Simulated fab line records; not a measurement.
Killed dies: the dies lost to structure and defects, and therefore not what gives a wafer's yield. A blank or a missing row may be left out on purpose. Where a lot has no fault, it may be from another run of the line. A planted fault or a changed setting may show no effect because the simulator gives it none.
The tool behind it: which one? + flow n5-finfet + 9 lots with 27 wafers sampled at 5 steps, on a route of 1938 steps

WHAT THE GAUGES READ, wafer by wafer
N5_BEOL_M4_RC_MEAS_101.
| lot  | measured     | on        | DIBL_N (mV/V)  |
|------|--------------|-----------|----------------|
| L185 | day 10 11:47 | prober-02 | 36.0 37.7 38.3 |
| L187 | day 10 19:10 | prober-02 | 34.9 35.4 36.6 |
| L188 | day 11 01:40 | prober-02 | 36.6 37.0 36.9 |
| L189 | day 11 11:25 | prober-02 | 36.1 36.5 35.3 |
| L194 | day 12 02:00 | prober-01 | 34.8 38.3 37.4 |
| L196 | day 13 02:02 | prober-02 | 37.5 38.3 36.6 |
| L198 | day 13 03:07 | prober-02 | 35.8 36.0 37.3 |
| L202 | day 14 11:44 | prober-01 | 36.2 35.3 34.6 |
| L206 | day 15 21:52 | prober-02 | 36.5 34.9 34.3 |

TOOL THAT RAN EACH LOT (tool first, then ch and the chambers of the sampled wafers, then the start)
| lot  | N5_GATE_CUT_VAPOR_ETCH_48         | N5_GATE_CUT_STRIP_21                 | N5_MOL_CONTACT_COAG_ETCH_105       | N5_MOL_CONTACT_COAG_ETCH_110       |
|------|-----------------------------------|--------------------------------------|------------------------------------|------------------------------------|
| L185 | rie-metal-02 ch 0,1, day 4 21:51  | plasma-asher-01 ch 0,1, day 4 21:58  | rie-diel-04 ch 0,1,3, day 5 05:49  | rie-diel-04 ch 0,1,3, day 5 06:02  |
| L187 | rie-metal-01 ch 0,1, day 5 07:41  | plasma-asher-02 ch 0,1, day 5 07:47  | rie-diel-06 ch 0,1,2, day 5 11:28  | rie-diel-06 ch 0,1,2, day 5 11:41  |
| L188 | rie-metal-02 ch 0,1, day 5 09:51  | plasma-asher-02 ch 1, day 5 09:58    | rie-diel-06 ch 0,1,2, day 5 13:14  | rie-diel-06 ch 0,1,2, day 5 13:28  |
| L189 | rie-metal-02 ch 0,1, day 5 20:26  | plasma-asher-01 ch 0,1, day 5 20:33  | rie-diel-04 ch 0,3, day 6 00:24    | rie-diel-04 ch 0,3, day 6 00:38    |
| L194 | rie-metal-02 ch 0,1, day 6 23:54  | plasma-asher-01 ch 0,1, day 7 00:01  | rie-diel-01 ch 0,1,2, day 7 22:08  | rie-diel-01 ch 0,1,2, day 7 22:21  |
| L196 | rie-metal-01 ch 0,1, day 8 01:38  | plasma-asher-01 ch 0,1, day 8 01:44  | rie-diel-06 ch 0,3, day 8 04:53    | rie-diel-06 ch 0,3, day 8 05:07    |
| L198 | rie-metal-01 ch 1, day 8 04:13    | plasma-asher-02 ch 0,1, day 8 04:19  | rie-diel-06 ch 0,1, day 8 07:30    | rie-diel-06 ch 0,1, day 8 07:43    |
| L202 | rie-metal-01 ch 0,1, day 9 23:01  | plasma-asher-01 ch 0,1, day 9 23:08  | rie-diel-01 ch 0,1,3, day 10 02:38 | rie-diel-01 ch 0,1,3, day 10 02:52 |
| L206 | rie-metal-02 ch 0,1, day 11 11:26 | plasma-asher-01 ch 0,1, day 11 11:32 | rie-diel-01 ch 0,1,2, day 11 16:38 | rie-diel-01 ch 0,1,2, day 11 16:52 |
- N5_GATE_CUT_VAPOR_ETCH_48: etches TiN in BCl3/Cl2.
- N5_GATE_CUT_STRIP_21: strips in N2/H2, time 30 s.
- N5_MOL_CONTACT_COAG_ETCH_105: etches SiARC in CF4, target depth 15.6 nm, time 26 s.
- N5_MOL_CONTACT_COAG_ETCH_110: etches Si in CF4/O2, target depth 2.5 nm, time 8 s.

THE ANSWER, worked out from the rows above alone
Rule: usual is defined by the lots themselves. Put in order of their means at a reading, lots are off if they are a third of the lots or fewer, leave a main group of 4 or more, and stand apart from it by a gap of 3 or more times the standard deviation of the main group's means; of several such gaps the widest counts. A main group is skipped when, at the precision printed for the reading in the tables above, its means are all equal. Also off: a lot with no number at a reading for which 4 or more lots have one. Where the step has rows for the other lots, those lots are counted as sound.
Nothing can be told from this: no lot is off at any reading shown.

WHAT WAS PUT IN BY THE SIMULATOR
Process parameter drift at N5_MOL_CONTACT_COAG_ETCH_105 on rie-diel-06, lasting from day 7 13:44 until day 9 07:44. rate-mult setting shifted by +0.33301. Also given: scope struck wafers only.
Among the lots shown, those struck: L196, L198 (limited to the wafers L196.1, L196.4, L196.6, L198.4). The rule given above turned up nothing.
